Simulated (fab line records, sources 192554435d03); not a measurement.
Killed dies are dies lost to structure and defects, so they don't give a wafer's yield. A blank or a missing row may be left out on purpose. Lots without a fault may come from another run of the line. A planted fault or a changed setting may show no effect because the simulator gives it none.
Chamber matching | flow n5_finfet | N5_BEOL_M6_PECVD_70 on pecvd-01: 3 sister chambers
The step deposits SiO2 from TEOS/O2, target thk 20 nm, time 22.7 s. 3 wafers are shown with their chamber, then 8 later ones without.

WAFERS WITH THEIR CHAMBER
wafer  | chamber | throttle_valve_pct (%)
L181.3 | 2       | 19.9
L181.6 | 1       | 23.0
L184.2 | 0       | 21.7

WAFERS WITHOUT THEIR CHAMBER
wafer  | throttle_valve_pct (%)
L184.3 | 21.9
L184.4 | 19.9
L186.1 | 20.0
L186.2 | 21.9
L186.5 | 21.9
L189.2 | 22.2
L189.3 | 20.1
L189.6 | 22.0

WHICH CHAMBER EACH WENT THROUGH
wafer  | from the rows above     | in truth
L184.3 | 0                       | 0
L184.4 | 2                       | 2
L186.1 | 2                       | 2
L186.2 | 0                       | 0
L186.5 | 0                       | 0
L189.2 | can't be placed: 0 or 1 | 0
L189.3 | 2                       | 2
L189.6 | 0                       | 0
Placed correctly: 7 of 8. Can't be placed from these rows: 1 (the true chamber is among the candidates in 1). Placed wrongly: 0.
How it was worked out, from the rows above alone: a wafer's distance from a chamber is the root of the sum, over the readings, of the square of ((its reading less the chamber's mean) divided by the reading's scatter). The wafer belongs to the nearest chamber; if the next one is less than 2 further off, it can't be placed. A chamber's mean is the mean of its shown wafers. The scatter: with one shown wafer a chamber, the root of the mean of the squares of how far each hidden wafer lies from its nearest shown one.
